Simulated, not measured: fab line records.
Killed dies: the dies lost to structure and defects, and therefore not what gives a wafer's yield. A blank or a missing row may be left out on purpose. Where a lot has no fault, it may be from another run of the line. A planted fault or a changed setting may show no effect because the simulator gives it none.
fab line records	flow nandHarc
record: lots: 24	wafers: 72	lastDay: 33
route steps=1302 shown P_ZERO_WELL@14 P_GATE@146 P_CONTACT@247 P_M0@263
lots with no fault: from the same line, run without faults
startH: hours from the record's opening day to when the first of the lot's shown wafers began	waitH: hours since the lot's step before	" same as the row above	L1.1+2: a single row standing in for several wafers	- no value, or no start given	* or withheld: withheld	< > ~ a bound
route shown NAME@n: names a module that has steps shown in the file, with the first one's number in the route	usual: the fault-free wafers' mean and standard deviation	same: alike in all rows	chamber/n: place in a boat	sites: the reading at each site	_std_site: the values' standard deviation	_edge_site: mean of outer sites minus mean of inner sites	radiusMm: how far each site lies from the wafer's centre	mask NAME#n: copy n	behind: the last tool/chamber to shape the wafer	hold: what put the lot on hold/how long, in hours/how the hold closed	device: whichever transistor did not switch (one of n, p or np)	end of line: tests of these same wafers at the route's end	a step given without rows: its recipe and nothing more	killed: at the first sort, the dies lost to defects and structure; wafer yield is something else	map: a wafer's dies, marking killed ones x, the rest . and places with no die _
set.NAME: the setting that was run; set.NAME@STEP: the one run at that earlier step	model.NAME: the simulator's own value behind a step, which no gauge read
the route's steps for a sample of lots (tables are steps, rows are wafers)
services: a tool's chamber out of use, with start hour (startH, from the record's first day; less than 0 if before it), hours out, and reason
== steps ==
step: NHARC_P_ZERO_WELL_CD_MEAS_11
recipe: targetCdNm: 500	landingEnergyEv: 500
usual: cdNm: 500.6/2.2
lot.wafer	tool	chamber	startH	waitH	cdNm
L074.1	cdSem-02	0	21.12	-	502.3
L074.5	"	0	"	"	502.2
L074.6	"	0	"	"	501.8
L075.1	cdSem-02	0	31.13	-	501.0
L075.4	"	0	"	"	500.8
L075.5	"	0	"	"	500.7
L076.3	cdSem-03	0	41.24	-	496.9
L076.4	"	0	"	"	496.8
L076.6	"	0	"	"	501.0
L077.4	cdSem-02	0	51.26	-	499.4
L077.5	"	0	"	"	501.5
L077.6	"	0	"	"	500.1
L078.1	cdSem-01	0	61.32	-	497.5
L078.3	"	0	"	"	501.8
L078.6	"	0	"	"	497.1
L079.3	cdSem-01	0	71.31	-	498.6
L079.4	"	0	"	"	498.0
L079.5	"	0	"	"	496.9
L080.3	cdSem-03	0	81.25	-	500.0
L080.4	"	0	"	"	497.6
L080.5	"	0	"	"	502.1
L081.1	cdSem-01	0	91.24	-	505.1
L081.4	"	0	"	"	500.4
L081.6	"	0	"	"	498.3
L082.1	cdSem-03	0	101.11	-	499.3
L082.3	"	0	"	"	498.0
L082.5	"	0	"	"	502.0
L083.1	cdSem-02	0	111.25	-	504.6
L083.2	"	0	"	"	498.8
L083.6	"	0	"	"	501.9
L084.1	cdSem-02	0	121.24	-	501.3
L084.5	"	0	"	"	500.4
L084.6	"	0	"	"	503.3
L085.3	cdSem-02	0	131.31	-	501.1
L085.5	"	0	"	"	496.6
L085.6	"	0	"	"	501.9
L086.2	cdSem-01	0	141.12	-	502.1
L086.4	"	0	"	"	497.8
L086.6	"	0	"	"	499.7
L087.1	cdSem-02	0	151.33	-	502.1
L087.5	"	0	"	"	500.5
L087.6	"	0	"	"	502.3
L088.1	cdSem-02	0	161.12	-	503.3
L088.3	"	0	"	"	500.6
L088.6	"	0	"	"	503.1
L089.2	cdSem-02	0	171.25	-	501.7
L089.3	"	0	"	"	501.4
L089.5	"	0	"	"	499.3
L090.2	cdSem-01	0	181.25	-	502.0
L090.3	"	0	"	"	503.3
L090.4	"	0	"	"	499.1
L091.2	cdSem-01	0	191.24	-	500.1
L091.5	"	0	"	"	497.4
L091.6	"	0	"	"	499.3
L092.1	cdSem-02	0	201.12	-	503.3
L092.2	"	0	"	"	499.2
L092.5	"	0	"	"	498.9
L093.2	cdSem-03	0	211.11	-	500.9
L093.4	"	0	"	"	504.6
L093.5	"	0	"	"	498.5
L094.3	cdSem-03	0	221.24	-	497.8
L094.4	"	0	"	"	500.9
L094.6	"	0	"	"	500.7
L095.3	cdSem-03	0	231.13	-	501.5
L095.5	"	0	"	"	500.1
L095.6	"	0	"	"	501.3
L096.1	cdSem-01	0	241.55	-	500.9
L096.2	"	0	"	"	502.7
L096.5	"	0	"	"	498.4
L097.3	cdSem-01	0	251.24	-	496.4
L097.4	"	0	"	"	499.0
L097.5	"	0	"	"	499.2
step: NHARC_P_GATE_HM_OPEN_105
recipe: targetDepthA: 3600	o2FlowSccm: 400	cosFlowSccm: 20	arFlowSccm: 0	rfW: 500	biasW: 300	chemistry: O2/COS
usual: drypumpMotorCurrentA: 5.5/0.4	oesProductAu: 0.999/0.011	rfVppV: 466.8/2.5	showerheadPlenumPTorr: 3.11/0.12	throttleValvePct: 28.329/0.0096
lot.wafer	tool	chamber	startH	waitH	drypumpMotorCurrentA	oesProductAu	rfHoursCounterH	rfVppV	showerheadPlenumPTorr	throttleValvePct
L074.1	rieDiel-12	0	-	-	5.7	1.009	0.1	465.3	3.03	28.333
L074.5	"	2	"	"	5.2	1.021	-	466.6	3.13	28.327
L074.6	"	3	"	"	6.1	0.996	-	469.3	3.22	28.338
L075.4	rieDiel-12	0	-	-	5.7	1.012	0.7	465.5	3.03	28.326
L075.1	"	2	"	"	5.2	1.017	0.6	467.9	3.13	28.337
L075.5	"	3	"	"	6.0	1.020	-	469.4	3.22	28.327
L076.4	rieDiel-08	0	-	-	5.9	1.000	4.5	465.8	2.97	28.333
L076.3	"	1	"	"	4.9	0.995	5.2	463.9	2.99	28.341
L076.6	"	0	"	"	5.9	0.996	-	461.9	2.97	28.332
L077.4	rieDiel-08	2	-	-	5.4	0.989	6.5	463.3	2.93	28.320
L077.5	"	0	"	"	5.9	0.987	-	462.8	2.97	28.327
L077.6	"	1	"	"	4.9	0.982	-	465.2	2.99	28.328
L078.3	rieDiel-02	2	-	-	4.9	0.998	4.8	471.8	3.25	28.310
L078.1	"	0	"	"	5.2	0.988	4.1	471.3	3.26	28.314
L078.6	"	2	"	"	4.9	0.991	-	469.2	3.25	28.334
L079.3	rieDiel-12	3	-	-	6.0	1.010	2.7	468.6	3.22	28.339
L079.4	"	0	"	"	5.7	0.996	2.3	464.8	3.03	28.326
L079.5	"	0	"	"	5.7	0.994	-	465.0	3.03	28.338
L080.4	rieDiel-02	1	-	-	5.7	0.993	6.8	467.6	3.17	28.331
L080.3	"	2	"	"	5.0	0.990	7.0	469.8	3.25	28.318
L080.5	"	0	"	"	5.2	0.996	-	470.3	3.26	28.328
L081.1	rieDiel-12	0	-	-	5.7	0.997	2.7	465.9	3.03	28.334
L081.4	"	1	"	"	5.2	0.972	2.6	463.6	2.99	28.310
L081.6	"	0	"	"	5.7	0.983	-	465.6	3.03	28.324
L082.1	rieDiel-02	3	-	-	5.3	1.005	7.3	470.6	3.25	28.331
L082.3	"	0	"	"	5.3	0.990	7.0	469.7	3.26	28.337
L082.5	"	2	"	"	4.9	0.994	-	469.3	3.25	28.328
L083.2	rieDiel-12	1	-	-	5.3	0.974	4.9	464.2	2.99	28.340
L083.1	"	3	"	"	6.1	1.005	5.8	469.2	3.22	28.335
L083.6	"	0	"	"	5.7	0.994	-	465.9	3.03	28.339
L084.1	rieDiel-02	2	-	-	4.9	0.998	9.3	469.6	3.25	28.352
L084.5	"	2	"	"	4.9	1.009	-	470.3	3.25	28.344
L084.6	"	3	"	"	5.2	0.994	-	467.5	3.25	28.325
L085.3	rieDiel-12	0	-	-	5.7	0.992	5.6	465.8	3.03	28.329
L085.5	"	3	"	"	6.1	1.006	-	469.1	3.22	28.328
L085.6	"	0	"	"	5.7	1.002	-	464.2	3.03	28.330
L087.1	rieDiel-08	3	-	-	6.1	0.994	2.0	467.8	3.17	28.334
L087.5	"	2	"	"	5.4	0.993	-	463.6	2.92	28.329
L087.6	"	3	"	"	6.1	0.986	-	468.4	3.17	28.326
L086.4	rieDiel-08	2	-	-	5.4	1.011	2.4	463.2	2.92	28.330
L086.2	"	1	"	"	4.9	1.011	2.8	464.3	2.99	28.356
L086.6	"	2	"	"	5.4	1.014	-	462.7	2.92	28.328
L088.1	rieDiel-12	2	-	-	5.2	1.020	7.3	467.1	3.13	28.327
L088.3	"	0	"	"	5.7	1.004	7.3	464.6	3.03	28.327
L088.6	"	3	"	"	6.1	1.004	-	469.9	3.22	28.313
L089.2	rieDiel-12	1	-	-	5.2	0.992	6.1	464.5	2.99	28.308
L089.3	"	0	"	"	5.7	1.010	7.3	467.0	3.03	28.301
L089.5	"	1	"	"	5.3	0.989	-	465.2	2.99	28.330
L090.2	rieDiel-08	2	-	-	5.4	1.006	3.9	462.7	2.92	28.334
L090.4	"	3	"	"	6.1	0.988	3.2	468.1	3.17	28.323
L090.3	"	0	"	"	5.9	0.997	3.5	462.3	2.97	28.310
L091.2	rieDiel-08	2	-	-	5.4	0.998	4.3	463.7	2.92	28.329
L091.5	"	0	"	"	5.9	0.996	-	463.4	2.97	28.320
L091.6	"	1	"	"	4.9	0.990	-	465.2	2.99	28.335
L092.1	rieDiel-02	2	-	-	4.9	1.001	1.8	469.5	3.25	28.327
L092.2	"	0	"	"	5.3	1.013	2.2	470.3	3.26	28.323
L092.5	"	2	"	"	4.9	0.992	-	469.9	3.25	28.334
L093.2	rieDiel-12	0	-	-	5.7	0.996	0.8	467.2	3.03	28.327
L093.4	"	1	"	"	5.2	0.992	0.6	464.4	2.98	28.328
L093.5	"	2	"	"	5.2	1.006	-	466.8	3.13	28.320
L094.3	rieDiel-12	1	-	-	5.2	0.997	0.9	464.5	2.98	28.345
L094.4	"	3	"	"	6.1	0.997	1.3	468.9	3.21	28.327
L094.6	"	1	"	"	5.3	1.006	-	463.2	2.98	28.310
L095.3	rieDiel-12	2	-	-	5.2	1.010	1.9	468.5	3.13	28.319
L095.6	"	2	"	"	5.2	1.008	-	466.5	3.13	28.355
L095.5	"	3	"	"	6.1	0.989	-	469.6	3.21	28.332
L096.2	rieDiel-08	0	-	-	5.9	1.004	8.1	463.2	2.96	28.330
L096.1	"	3	"	"	6.0	0.997	7.0	467.8	3.17	28.331
L096.5	"	1	"	"	4.9	1.001	-	465.0	2.98	28.332
L097.4	rieDiel-02	0	-	-	5.3	1.004	6.3	468.8	3.26	28.340
L097.3	"	3	"	"	5.3	0.996	4.4	469.5	3.24	28.328
L097.5	"	0	"	"	5.3	1.000	-	469.1	3.26	28.330
step: NHARC_P_GATE_STRIP_112
recipe: powerW: 1500	tempC: 110	timeS: 200	chemistry: N2/H2
usual: drypumpMotorCurrentA: 5.50/0.19	heaterPowerW: 92/10
lot.wafer	tool	chamber	startH	waitH	drypumpMotorCurrentA	heaterPowerW	rfHoursCounterH
L074.1	plasmaAsher-02	0	117.57	0.2	5.42	94	8
L074.6	"	1	"	"	5.27	101	-
L074.5	"	0	"	"	5.39	95	-
L075.1	plasmaAsher-02	1	125.33	0.2	5.30	101	9
L075.4	"	0	"	"	5.41	93	-
L075.5	"	1	"	"	5.28	98	-
L076.4	plasmaAsher-01	1	131.02	0.2	5.72	77	-
L076.3	"	0	"	"	5.67	86	-
L076.6	"	0	"	"	5.66	87	-
L077.4	plasmaAsher-02	1	149.08	0.2	5.27	104	-
L077.5	"	1	"	"	5.25	102	-
L077.6	"	0	"	"	5.40	95	-
L078.1	plasmaAsher-01	1	151.08	0.2	5.76	77	27
L078.3	"	0	"	"	5.67	89	-
L078.6	"	0	"	"	5.69	84	-
L079.3	plasmaAsher-02	1	164.00	0.2	5.31	102	-
L079.4	"	0	"	"	5.43	94	-
L079.5	"	0	"	"	5.43	95	-
L081.1	plasmaAsher-02	1	180.05	0.3	5.27	102	22
L081.4	"	0	"	"	5.37	96	-
L081.6	"	1	"	"	5.28	103	-
L080.4	plasmaAsher-02	0	181.50	0.2	5.44	92	-
L080.3	"	1	"	"	5.25	103	-
L080.5	"	0	"	"	5.40	95	-
L082.1	plasmaAsher-01	1	192.76	0.2	5.77	73	2
L082.3	"	0	"	"	5.66	87	-
L082.5	"	0	"	"	5.63	87	-
L083.1	plasmaAsher-02	1	209.03	0.2	5.27	102	28
L083.2	"	0	"	"	5.40	97	28
L083.6	"	1	"	"	5.29	103	-
L084.1	plasmaAsher-02	1	217.32	0.2	5.25	103	29
L084.6	"	1	"	"	5.27	102	-
L084.5	"	0	"	"	5.40	94	-
L085.3	plasmaAsher-02	1	226.06	0.2	5.28	102	-
L085.5	"	1	"	"	5.27	100	-
L085.6	"	0	"	"	5.40	96	-
L087.1	plasmaAsher-02	0	237.01	0.2	5.42	95	33
L087.6	"	0	"	"	5.42	95	-
L087.5	"	1	"	"	5.28	100	-
L086.2	plasmaAsher-01	1	237.43	0.2	5.79	72	12
L086.4	"	0	"	"	5.68	91	-
L086.6	"	0	"	"	5.68	91	-
L088.1	plasmaAsher-01	0	257.59	0.2	5.67	88	17
L088.3	"	0	"	"	5.67	86	-
L088.6	"	0	"	"	5.65	87	-
L089.2	plasmaAsher-02	1	258.37	0.2	5.31	105	0
L089.3	"	0	"	"	5.40	99	-
L089.5	"	0	"	"	5.44	98	-
L090.2	plasmaAsher-01	1	273.29	0.2	5.76	72	20
L090.4	"	0	"	"	5.68	90	-
L090.3	"	1	"	"	5.75	74	-
L091.2	plasmaAsher-01	0	283.28	0.2	5.66	88	22
L091.5	"	0	"	"	5.67	88	-
L091.6	"	1	"	"	5.77	73	-
L092.1	plasmaAsher-02	0	288.84	0.2	5.42	98	8
L092.2	"	1	"	"	5.29	106	8
L092.5	"	0	"	"	5.41	98	-
L093.2	plasmaAsher-02	0	300.19	0.2	5.42	99	10
L093.4	"	0	"	"	5.44	99	-
L093.5	"	1	"	"	5.27	109	-
L094.3	plasmaAsher-01	1	307.28	0.2	5.77	74	-
L094.4	"	0	"	"	5.67	88	-
L094.6	"	1	"	"	5.79	73	-
L095.3	plasmaAsher-01	1	323.67	0.3	5.75	73	-
L095.5	"	0	"	"	5.67	87	-
L095.6	"	1	"	"	5.77	74	-
L096.1	plasmaAsher-01	0	331.66	0.2	5.66	90	31
L096.2	"	1	"	"	5.76	75	31
L096.5	"	1	"	"	5.79	73	-
L097.4	plasmaAsher-02	1	338.12	0.2	5.28	108	-
L097.3	"	0	"	"	5.44	96	-
L097.5	"	1	"	"	5.28	106	-
step: NHARC_P_GATE_STRIP_113
recipe: powerW: 1500	tempC: 110	timeS: 740	chemistry: N2/H2
usual: drypumpMotorCurrentA: 5.54/0.2	heaterPowerW: 90/11
lot.wafer	tool	chamber	startH	waitH	drypumpMotorCurrentA	heaterPowerW	rfHoursCounterH
L074.1	plasmaAsher-01	1	119.25	0.2	5.79	77	21
L074.6	"	1	"	"	5.79	78	-
L074.5	"	0	"	"	5.67	85	-
L075.1	plasmaAsher-01	0	126.99	0.2	5.67	86	23
L075.4	"	1	"	"	5.79	77	-
L075.5	"	0	"	"	5.67	83	-
L076.4	plasmaAsher-02	0	132.76	0.3	5.41	91	-
L076.3	"	1	"	"	5.32	101	-
L076.6	"	1	"	"	5.30	101	-
L077.4	plasmaAsher-02	0	150.93	0.3	5.43	94	-
L077.6	"	0	"	"	5.43	96	-
L077.5	"	1	"	"	5.28	99	-
L078.1	plasmaAsher-02	0	152.82	0.2	5.40	94	15
L078.3	"	1	"	"	5.29	103	-
L078.6	"	1	"	"	5.28	102	-
L079.3	plasmaAsher-02	0	165.85	0.4	5.37	96	-
L079.4	"	1	"	"	5.28	103	-
L079.5	"	0	"	"	5.42	95	-
L081.1	plasmaAsher-01	1	181.73	0.2	5.77	74	0
L081.4	"	0	"	"	5.67	90	-
L081.6	"	0	"	"	5.67	87	-
L080.3	plasmaAsher-02	0	183.37	0.4	5.41	95	-
L080.4	"	1	"	"	5.27	100	-
L080.5	"	0	"	"	5.41	96	-
L082.1	plasmaAsher-01	1	194.68	0.4	5.79	75	3
L082.3	"	0	"	"	5.68	87	-
L082.5	"	0	"	"	5.66	88	-
L083.1	plasmaAsher-01	0	210.61	0.2	5.68	89	6
L083.2	"	1	"	"	5.77	73	6
L083.6	"	1	"	"	5.77	72	-
L084.1	plasmaAsher-02	1	219.06	0.2	5.32	99	29
L084.6	"	1	"	"	5.30	102	-
L084.5	"	0	"	"	5.40	95	-
L085.3	plasmaAsher-01	0	227.94	0.4	5.66	90	-
L085.6	"	0	"	"	5.67	90	-
L085.5	"	1	"	"	5.77	73	-
L087.1	plasmaAsher-02	1	238.83	0.3	5.27	103	34
L087.5	"	0	"	"	5.39	97	-
L087.6	"	1	"	"	5.31	103	-
L086.2	plasmaAsher-01	1	239.22	0.2	5.81	74	13
L086.4	"	0	"	"	5.69	86	-
L086.6	"	0	"	"	5.66	89	-
L088.1	plasmaAsher-02	0	259.43	0.3	5.45	97	0
L088.3	"	1	"	"	5.27	104	-
L088.6	"	1	"	"	5.27	107	-
L089.2	plasmaAsher-02	0	260.21	0.3	5.40	100	1
L089.3	"	0	"	"	5.42	96	-
L089.5	"	1	"	"	5.27	104	-
L090.2	plasmaAsher-02	1	274.96	0.2	5.30	105	5
L090.3	"	1	"	"	5.32	106	-
L090.4	"	0	"	"	5.39	96	-
L091.2	plasmaAsher-01	0	284.98	0.2	5.69	89	23
L091.5	"	0	"	"	5.68	90	-
L091.6	"	1	"	"	5.79	74	-
L092.2	plasmaAsher-01	0	290.44	0.2	5.65	89	24
L092.1	"	1	"	"	5.73	73	24
L092.5	"	1	"	"	5.77	75	-
L093.2	plasmaAsher-01	1	302.01	0.3	5.81	74	26
L093.4	"	0	"	"	5.68	88	-
L093.5	"	1	"	"	5.78	73	-
L094.3	plasmaAsher-02	0	309.14	0.4	5.40	96	-
L094.4	"	1	"	"	5.29	105	-
L094.6	"	0	"	"	5.38	96	-
L095.3	plasmaAsher-01	0	325.36	0.4	5.67	87	-
L095.5	"	0	"	"	5.67	89	-
L095.6	"	1	"	"	5.80	74	-
L096.1	plasmaAsher-02	0	333.74	0.2	5.44	98	16
L096.2	"	1	"	"	5.29	107	16
L096.5	"	1	"	"	5.28	106	-
L097.4	plasmaAsher-01	0	339.97	0.3	5.66	89	-
L097.3	"	1	"	"	5.74	73	-
L097.5	"	0	"	"	5.68	91	-
step: NHARC_P_CONTACT_ALD_22
recipe: targetThkA: 30	pulseTimeS: 1	aldCycles: 150	tempC: 450	material: TiN
usual: heaterPowerW: 1093/130	precursorPulseHeightRel: 1.001/0.021	susceptorTempC: 450.00/0.23
same: pulseTimeS: 1
lot.wafer	tool	chamber	startH	waitH	heaterPowerW	precursorPulseHeightRel	susceptorTempC
L074.1	aldMetal-03	1	125.51	-	1075	0.989	449.85
L074.6	"	0	"	"	1225	0.995	449.78
L074.5	"	1	"	"	1098	1.011	449.62
L075.4	aldMetal-01	1	133.19	-	1216	1.046	450.24
L075.1	"	2	"	"	951	0.994	449.91
L075.5	"	1	"	"	1216	1.016	450.06
L076.4	aldMetal-04	3	138.70	-	1064	1.002	449.82
L076.3	"	0	"	"	1325	1.026	449.98
L076.6	"	2	"	"	944	1.026	449.53
L077.4	aldMetal-04	1	156.87	-	960	1.001	450.21
L077.6	"	0	"	"	1317	0.941	449.68
L077.5	"	1	"	"	990	1.008	449.91
L078.3	aldMetal-03	1	159.12	-	1071	0.994	450.17
L078.1	"	3	"	"	1100	0.978	450.29
L078.6	"	1	"	"	1057	1.001	450.06
L079.4	aldMetal-04	3	171.85	-	1043	0.985	450.19
L079.3	"	0	"	"	1311	0.985	449.87
L079.5	"	2	"	"	946	1.050	449.88
L081.1	aldMetal-03	2	187.80	-	979	0.992	450.00
L081.6	"	1	"	"	1075	1.027	449.67
L081.4	"	2	"	"	976	1.002	450.17
L080.3	aldMetal-01	0	189.23	-	1263	0.985	449.65
L080.4	"	1	"	"	1272	0.983	450.04
L080.5	"	2	"	"	980	1.003	450.07
L082.1	aldMetal-04	0	200.74	-	1320	1.039	450.21
L082.3	"	3	"	"	1054	0.964	450.05
L082.5	"	1	"	"	993	1.010	449.93
L083.2	aldMetal-04	2	216.87	-	945	0.965	450.21
L083.1	"	1	"	"	992	0.973	450.54
L083.6	"	2	"	"	979	0.995	450.33
L084.1	aldMetal-04	1	225.56	-	1016	0.981	450.26
L084.6	"	1	"	"	983	0.976	449.82
L084.5	"	2	"	"	948	1.005	450.34
L085.3	aldMetal-04	0	234.31	-	1312	1.035	449.98
L085.6	"	2	"	"	938	1.026	449.51
L085.5	"	3	"	"	1026	0.980	449.56
L087.1	aldMetal-04	1	246.76	-	967	0.995	450.15
L087.6	"	3	"	"	1050	0.985	449.93
L087.5	"	0	"	"	1320	0.999	450.19
L086.4	aldMetal-03	2	246.94	-	1028	1.002	449.93
L086.2	"	1	"	"	1049	1.022	449.93
L086.6	"	2	"	"	982	0.992	449.86
L088.1	aldMetal-03	2	265.57	-	999	1.001	450.00
L088.3	"	1	"	"	1038	0.992	449.75
L088.6	"	3	"	"	1087	1.005	449.99
L089.3	aldMetal-01	1	266.26	-	1280	0.980	449.76
L089.2	"	2	"	"	1018	1.035	450.01
L089.5	"	1	"	"	1295	0.990	450.01
L090.3	aldMetal-03	3	281.05	-	1097	1.009	450.11
L090.2	"	0	"	"	1260	0.988	449.84
L090.4	"	1	"	"	1055	1.012	450.49
L091.2	aldMetal-01	0	291.13	-	1234	0.992	450.05
L091.5	"	0	"	"	1277	1.013	450.23
L091.6	"	1	"	"	1290	0.977	450.16
L092.2	aldMetal-01	3	296.58	-	979	1.014	449.88
L092.1	"	0	"	"	1232	1.009	449.94
L092.5	"	1	"	"	1316	0.983	449.72
L093.4	aldMetal-03	1	308.15	-	1057	0.972	449.82
L093.2	"	2	"	"	1007	0.978	449.95
L093.5	"	0	"	"	1288	0.979	450.07
L094.3	aldMetal-04	0	315.87	-	1341	0.984	450.09
L094.4	"	1	"	"	988	1.002	450.02
L094.6	"	0	"	"	1335	1.017	449.86
L095.3	aldMetal-04	3	331.28	-	1013	1.015	449.83
L095.6	"	3	"	"	1051	0.998	449.94
L095.5	"	0	"	"	1319	1.038	450.14
L096.2	aldMetal-03	2	339.78	-	1035	1.001	450.17
L096.1	"	3	"	"	1088	1.017	450.04
L096.5	"	2	"	"	986	0.993	450.14
L097.3	aldMetal-04	1	346.07	-	964	0.999	450.10
L097.4	"	1	"	"	975	0.998	450.15
L097.5	"	3	"	"	1043	1.012	450.11
step: NHARC_P_M0_CD_MEAS_09
recipe: targetCdNm: 90	landingEnergyEv: 500
usual: cdNm: 90.5/0.67
lot.wafer	tool	chamber	startH	waitH	cdNm
L074.1	cdSem-01	0	127.63	-	89.5
L074.5	"	0	"	"	90.3
L074.6	"	0	"	"	91.3
L075.1	cdSem-03	0	135.34	-	88.9
L075.4	"	0	"	"	90.7
L075.5	"	0	"	"	90.5
L076.3	cdSem-02	0	140.84	-	91.9
L076.4	"	0	"	"	91.6
L076.6	"	0	"	"	92.4
L077.4	cdSem-02	0	159.02	-	89.9
L077.5	"	0	"	"	91.1
L077.6	"	0	"	"	90.7
L078.1	cdSem-03	0	161.15	-	89.6
L078.3	"	0	"	"	89.9
L078.6	"	0	"	"	90.7
L079.3	cdSem-02	0	173.96	-	91.3
L079.4	"	0	"	"	90.6
L079.5	"	0	"	"	91.2
L081.1	cdSem-02	0	189.97	-	92.4
L081.4	"	0	"	"	91.0
L081.6	"	0	"	"	91.1
L080.3	cdSem-03	0	191.35	-	91.0
L080.4	"	0	"	"	91.4
L080.5	"	0	"	"	90.8
L082.1	cdSem-02	0	202.89	-	90.1
L082.3	"	0	"	"	90.2
L082.5	"	0	"	"	91.6
L083.1	cdSem-02	0	219.20	-	90.6
L083.2	"	0	"	"	90.5
L083.6	"	0	"	"	91.2
L084.1	cdSem-02	0	227.58	-	89.8
L084.5	"	0	"	"	91.5
L084.6	"	0	"	"	90.7
L085.3	cdSem-01	0	236.31	-	90.1
L085.5	"	0	"	"	90.2
L085.6	"	0	"	"	89.7
L087.1	cdSem-02	0	248.88	-	90.6
L087.5	"	0	"	"	89.8
L087.6	"	0	"	"	90.4
L086.2	cdSem-03	0	249.16	-	91.0
L086.4	"	0	"	"	90.7
L086.6	"	0	"	"	90.9
L088.1	cdSem-03	0	267.74	-	90.1
L088.3	"	0	"	"	90.7
L088.6	"	0	"	"	90.1
L089.2	cdSem-02	0	268.41	-	88.9
L089.3	"	0	"	"	90.4
L089.5	"	0	"	"	89.9
L090.2	cdSem-02	0	283.19	-	89.3
L090.3	"	0	"	"	89.8
L090.4	"	0	"	"	90.5
L091.2	cdSem-02	0	293.39	-	89.8
L091.5	"	0	"	"	90.9
L091.6	"	0	"	"	91.2
L092.1	cdSem-02	0	298.70	-	90.0
L092.2	"	0	"	"	90.1
L092.5	"	0	"	"	90.0
L093.2	cdSem-02	0	310.16	-	89.3
L093.4	"	0	"	"	90.3
L093.5	"	0	"	"	89.7
L094.3	cdSem-01	0	318.02	-	91.2
L094.4	"	0	"	"	89.8
L094.6	"	0	"	"	89.7
L095.3	cdSem-01	0	333.47	-	89.9
L095.5	"	0	"	"	91.0
L095.6	"	0	"	"	89.8
L096.1	cdSem-02	0	341.92	-	89.4
L096.2	"	0	"	"	89.3
L096.5	"	0	"	"	89.9
L097.3	cdSem-01	0	348.14	-	91.0
L097.4	"	0	"	"	91.4
L097.5	"	0	"	"	90.8
== services ==
tool	chamber	startH	hours	kind
rieDiel-12	-	91.40	9.0	pm
plasmaAsher-01	-	92.96	4.3	repair
plasmaAsher-02	-	105.57	1.1	repair
aldMetal-04	-	118.00	10.0	pm
rieDiel-02	-	130.93	0.1	repair
rieDiel-12	-	142.05	0.9	repair
rieDiel-12	3	151.57	7.4	repair
rieDiel-08	-	154.11	0.5	repair
plasmaAsher-01	-	172.60	9.0	pm
aldMetal-04	0	179.53	2.9	repair
rieDiel-12	3	180.08	8.4	repair
rieDiel-08	-	181.35	0.4	repair
aldMetal-03	3	186.49	14.0	repair
aldMetal-03	2	190.72	6.5	repair
rieDiel-08	-	190.80	9.0	pm
rieDiel-12	1	209.15	14.6	repair
aldMetal-03	-	212.00	10.0	pm
rieDiel-02	-	216.70	9.0	pm
plasmaAsher-02	-	249.00	9.0	pm
rieDiel-12	-	268.40	9.0	pm
aldMetal-04	-	296.00	10.0	pm
aldMetal-04	1	329.59	3.2	repair
aldMetal-04	2	331.47	16.1	repair
rieDiel-12	1	335.99	2.9	repair
== key ==
fault none
